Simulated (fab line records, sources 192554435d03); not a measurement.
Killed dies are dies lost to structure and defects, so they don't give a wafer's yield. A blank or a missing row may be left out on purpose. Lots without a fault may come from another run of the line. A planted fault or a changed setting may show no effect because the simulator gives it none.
Which tool did it? | flow n5_finfet | 10 lots, 29 wafers sampled, at 4 steps of a route of 1938

WHAT THE GAUGES READ, wafer by wafer
N5_BEOL_M4_RC_MEAS_101. Usual: DIBL_N 36.3 mV/V, standard deviation 1.7; DIBL_P 36.5 mV/V, standard deviation 1.8; IOFF_N 0.16 nA/um, standard deviation 0.033; IOFF_P 0.21 nA/um, standard deviation 0.037; ION_N 675 uA/um, standard deviation 11; ION_P 462 uA/um, standard deviation 7.9; SS_N 71.6 mV/dec, standard deviation 0.64; SS_P 73.3 mV/dec, standard deviation 0.68; VT_N 249 mV, standard deviation 3.3; VT_P -250 mV, standard deviation 3.3.
lot  | measured     | on        | DIBL_N (mV/V)  | DIBL_P (mV/V)  | IOFF_N (nA/um) | IOFF_P (nA/um) | ION_N (uA/um) | ION_P (uA/um) | SS_N (mV/dec)  | SS_P (mV/dec)  | VT_N (mV)   | VT_P (mV)      | flag
L528 | day 7 15:28  | prober-01 | 35.4 35.3 34.9 | 36.0 36.6 36.1 | 0.14 0.15 0.15 | 0.19 0.20 0.19 | 666 684 678   | 457 469 466   | 71.4 71.6 71.6 | 73.2 73.9 73.7 | 253 249 253 | -255 -252 -252 |
L531 | day 8 13:29  | prober-01 | 35.7 33.6 36.1 | 36.1 33.4 36.5 | 0.15 0.11 0.14 | 0.18 0.14 0.18 | 682 681 677   | 467 462 463   | 71.0 71.0 71.5 | 73.3 72.8 73.3 | 251 255 253 | -251 -257 -253 |
L535 | day 9 06:10  | prober-02 | 33.1 34.9 33.9 | 32.8 33.6 33.6 | 0.11 0.12 0.11 | 0.17 0.18 0.18 | 665 656 668   | 462 455 461   | 70.6 70.5 70.7 | 72.3 71.4 71.8 | 255 253 255 | -253 -250 -251 |
L538 | day 10 07:21 | prober-01 | 34.9 35.6      | 35.2 36.8      | 0.15 0.16      | 0.22 0.23      | 679 675       | 467 467       | 71.0 71.6      | 73.7 74.1      | 249 249     | -250 -248      |
L542 | day 11 13:41 | prober-01 | 35.8 39.6 36.3 | 36.1 39.5 36.7 | 0.17 0.23 0.17 | 0.27 0.32 0.27 | 673 683 690   | 471 470 478   | 71.4 71.9 71.5 | 73.0 73.3 72.8 | 247 245 247 | -244 -241 -243 |
L545 | day 12 00:10 | prober-02 | 37.3 35.6 35.4 | 35.4 34.2 34.3 | 0.16 0.15 0.14 | 0.22 0.22 0.21 | 675 703 677   | 466 481 469   | 71.4 71.4 71.2 | 72.8 72.5 72.8 | 247 246 249 | -246 -244 -245 |
L547 | day 12 03:55 | prober-01 | 37.3 36.3 37.3 | 36.6 35.8 36.4 | 0.16 0.15 0.17 | 0.23 0.22 0.23 | 678 662 667   | 472 460 464   | 71.4 71.4 71.9 | 72.5 73.4 73.5 | 254 253 249 | -245 -248 -247 |
L546 | day 12 06:17 | prober-02 | 37.0 38.2 37.9 | 38.3 39.1 38.9 | 0.22 0.23 0.24 | 0.22 0.23 0.23 | 705 686 683   | 462 456 458   | 72.0 72.5 72.2 | 73.2 73.7 73.6 | 243 244 240 | -251 -248 -250 |
L548 | day 13 00:05 | prober-02 | 33.4 35.3 34.3 | 33.1 34.8 33.9 | 0.13 0.16 0.14 | 0.17 0.19 0.18 | 682 677 672   | 465 462 459   | 71.4 71.3 71.9 | 72.7 73.6 73.2 | 251 247 250 | -254 -251 -252 |
L551 | day 13 10:06 | prober-01 | 33.2 36.3 36.8 | 33.6 37.7 38.6 | 0.12 0.18 0.19 | 0.16 0.21 0.22 | 669 678 677   | 452 461 458   | 71.2 71.9 72.1 | 72.4 74.4 74.3 | 252 248 246 | -256 -250 -253 |

N5_MIM_TOP_LITHO_CD_MEAS_08: target cd 2000 nm. Usual: cd_nm 1999.4 nm, standard deviation 2.3.
lot  | measured     | on        | cd_nm (nm)           | flag
L528 | day 11 08:02 | cd_sem-01 | 1998.3 1999.1 1996.9 |
L531 | day 12 09:28 | cd_sem-01 | 1998.3 1999.6 1998.7 |
L535 | day 13 01:55 | cd_sem-01 | 2002.8 1998.2 1999.5 |
L538 | day 14 05:44 | cd_sem-02 | 2002.3 2002.8        |
L542 | day 15 07:43 | cd_sem-03 | 1997.9 1996.0 1995.5 |
L545 | day 15 18:53 | cd_sem-01 | 1998.4 1998.5 1999.3 |
L547 | day 15 23:44 | cd_sem-03 | 1997.9 1999.7 1998.3 |
L546 | day 16 05:14 | cd_sem-02 | 1996.5 1999.6 2000.1 |
L548 | day 16 15:13 | cd_sem-01 | 1996.1 1997.8 1995.5 |
L551 | day 17 08:44 | cd_sem-03 | 2002.7 1998.4 2000.6 |

N5_PASSIVATION_OVL_MEAS_63. Usual: PAD_OVL 1 nm, standard deviation 5.4.
lot  | measured     | on         | PAD_OVL (nm) | flag
L528 | day 11 16:16 | overlay-01 | -8 0 4       |
L531 | day 12 15:52 | overlay-01 | 1 1 5        |
L535 | day 13 10:34 | overlay-02 | -3 -2 -8     |
L538 | day 14 09:35 | overlay-01 | 3 0          |
L542 | day 15 12:02 | overlay-02 | 6 1 -4       |
L545 | day 16 00:23 | overlay-01 | 9 4 0        |
L547 | day 16 04:19 | overlay-02 | -6 -7 -6     |
L546 | day 16 09:41 | overlay-02 | 3 7 1        |
L548 | day 16 21:55 | overlay-02 | 1 4 -3       |
L551 | day 17 13:16 | overlay-02 | -3 0 -5      |

WHICH TOOL RAN EACH LOT (tool, then ch and the chambers of the sampled wafers, then the start)
lot  | N5_MIM_TOP_ALD_02
L528 | ald_hk-01 ch 0,1,3, day 11 08:02 or earlier
L531 | ald_hk-03 ch 0,1,2, day 12 09:28 or earlier
L535 | ald_hk-02 ch 0,2, day 13 01:55 or earlier
L538 | ald_hk-02 ch 3, day 14 05:44 or earlier
L542 | ald_hk-03 ch 1,2,3, day 15 07:43 or earlier
L545 | ald_hk-03 ch 1,3, day 15 18:53 or earlier
L547 | ald_hk-03 ch 0,1,2, day 15 23:44 or earlier
L546 | ald_hk-03 ch 0,1,2, day 16 05:14 or earlier
L548 | ald_hk-03 ch 1,2,3, day 16 15:13 or earlier
L551 | ald_hk-03 ch 1,3, day 17 08:44 or earlier
- N5_MIM_TOP_ALD_02: deposits Al2O3, purge time 3 s, co reactant pulse time 3 s.

WHAT THE TOOLS THEMSELVES READ (means of the sampled wafers that have a number; where no wafer has one, the mark that the record gives instead)
N5_MIM_TOP_ALD_02. Usual: precursor_pulse_height_rel 1.001, standard deviation 0.021.
lot  | tool      | precursor_pulse_height_rel | flag
L528 | ald_hk-01 | 1.005                      |
L531 | ald_hk-03 | 0.976                      |
L535 | ald_hk-02 | 0.991                      |
L538 | ald_hk-02 | 1.022                      |
L542 | ald_hk-03 | 0.994                      |
L545 | ald_hk-03 | 1.003                      |
L547 | ald_hk-03 | 0.994                      |
L546 | ald_hk-03 | 1.001                      |
L548 | ald_hk-03 | 1.016                      |
L551 | ald_hk-03 | 1.008                      |

THE ANSWER, worked out from the rows above alone
Rule: a lot is off if the mean of its wafers that have a number lies more than 3 standard deviations from the usual mean. A lot without any number at a reading at which 4 lots or more have one is off too. The other lots that the step has rows for count as sound. The gauges are gone through in route order, then the tools' own readings, and for those a lot's mean is taken as printed above. The first step at which some lot is off is used, and at that step the reading that is off furthest; a lot without a number counts as furthest.
No lot is off at any reading shown: from this, nothing can be told.

WHAT THE SIMULATOR HAD PUT IN
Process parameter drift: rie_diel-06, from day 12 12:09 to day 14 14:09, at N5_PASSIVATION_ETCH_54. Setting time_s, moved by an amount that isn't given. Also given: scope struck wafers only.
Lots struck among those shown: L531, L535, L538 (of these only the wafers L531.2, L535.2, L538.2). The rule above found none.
